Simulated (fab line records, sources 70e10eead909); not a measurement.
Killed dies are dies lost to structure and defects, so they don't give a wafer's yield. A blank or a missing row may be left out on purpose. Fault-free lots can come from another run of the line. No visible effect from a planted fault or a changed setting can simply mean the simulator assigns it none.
Chamber matching    flow nand_harc    4 sister chambers for NHARC_P_ZERO_WELL_DESCUM_54 on rie_diel-05
The step chemistry O2, time 3 s. 4 wafers are shown with their chamber, then 7 later ones without.

== WAFERS WITH THEIR CHAMBER ==
wafer   chamber  oes_product_au (a.u.)
L082.2  2        1.000
L082.5  0        1.006
L083.2  1        0.992
L083.3  3        1.008

== WAFERS WITH NO CHAMBER GIVEN ==
wafer   oes_product_au (a.u.)
L083.5  1.013
L088.3  1.002
L088.5  0.994
L088.6  0.991
L092.2  0.991
L092.4  1.008
L092.5  0.998

== EACH ONE'S CHAMBER ==
wafer    from the rows above            in truth
L083.5   can't be placed: 3 or 0        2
L088.3   can't be placed: 2 or 0 or 3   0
L088.5   can't be placed: 1 or 2        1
L088.6   1                              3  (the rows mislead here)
L092.2   1                              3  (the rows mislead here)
L092.4   can't be placed: 3 or 0        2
L092.5   can't be placed: 2 or 1        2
Placed correctly: 0 of 7. Can't be placed from these rows: 5 (the true chamber is among the candidates in 3). 2 placed wrongly.
How it was worked out, from the rows above alone: a wafer's distance from a chamber is the root of the sum, over the readings, of the square of ((its reading less the chamber's mean) divided by the reading's scatter). If the next closest chamber is less than 2 further off than the closest, the wafer can't be placed; otherwise it belongs to the closest. Each chamber's mean is taken over the wafers shown for it. The scatter: root of mean squared gap, hidden wafer to nearest shown wafer, with one shown wafer a chamber.
